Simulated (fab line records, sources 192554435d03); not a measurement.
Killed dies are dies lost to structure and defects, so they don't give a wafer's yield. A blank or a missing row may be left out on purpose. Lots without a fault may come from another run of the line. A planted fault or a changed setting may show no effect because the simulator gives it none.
One fault seen from 2 desks | flow n5_finfet | each desk has only its own numbers; what lay behind them comes last

THE DEFECT DESK
What the inspections along the route counted, lot by lot: means of the sampled wafers that have a number. A lot is out of limits, marked OUT, if its mean lies more than 4 standard deviations from the usual mean; the brackets give that distance.
Columns: A = raw_defect_count at N5_BEOL_M8_INSPECT_58, usual 64
lot  | first seen here | A
L134 | day 9 07:32     | 42
L136 | day 9 15:49     | 49
L135 | day 9 16:01     | 55
L142 | day 11 15:10    | 77
L144 | day 11 16:47    | 63
L145 | day 12 14:42    | 68
L147 | day 12 20:22    | 64
L149 | day 13 01:28    | 97
L146 | day 13 01:36    | 75
L150 | day 14 02:38    | 52
L157 | day 15 10:59    | 72
This desk's finding: nothing out of limits on any of the 11 lots.

THE TOOL OWNER'S DESK: arfi_scanner-03
The tool's own readings at N5_BEOL_M9_EXPOSE_08 (exposes mask M9): means of the sampled wafers that have a number, for each lot that ran on this tool. A lot is out of limits, marked OUT, if its mean lies more than 4 standard deviations from the usual mean; the brackets give that distance.
Columns: A = exposure_dose_mJ_cm2 at N5_BEOL_M9_EXPOSE_08, usual 53.74
lot  | first seen here | A
L136 | day 9 17:04     | 53.69
L135 | day 9 17:56     | 53.77
L142 | day 11 20:52    | 54.56 (+15) OUT
This desk's finding: out of limits on L142; first on L142, day 11 20:52 (exposure_dose_mJ_cm2 at N5_BEOL_M9_EXPOSE_08). In limits: L136, L135.

PUT TOGETHER
The tool owner's desk could have raised an alarm at day 11 20:52, on L142.
The defect desk saw nothing out of limits.
The defect desk has L142 on record, within its limits.
Of the lots named, all ran N5_BEOL_M9_EXPOSE_08 on arfi_scanner-03.

WHAT THE SIMULATOR HAD PUT IN
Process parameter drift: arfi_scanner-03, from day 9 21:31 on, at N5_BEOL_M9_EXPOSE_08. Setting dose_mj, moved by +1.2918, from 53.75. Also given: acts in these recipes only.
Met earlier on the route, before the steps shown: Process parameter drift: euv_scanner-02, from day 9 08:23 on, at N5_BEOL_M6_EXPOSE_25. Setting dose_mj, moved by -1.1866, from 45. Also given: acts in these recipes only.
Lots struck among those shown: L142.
Hours from the fault's start to each desk's first reading out of limits: the tool owner's desk, 47.
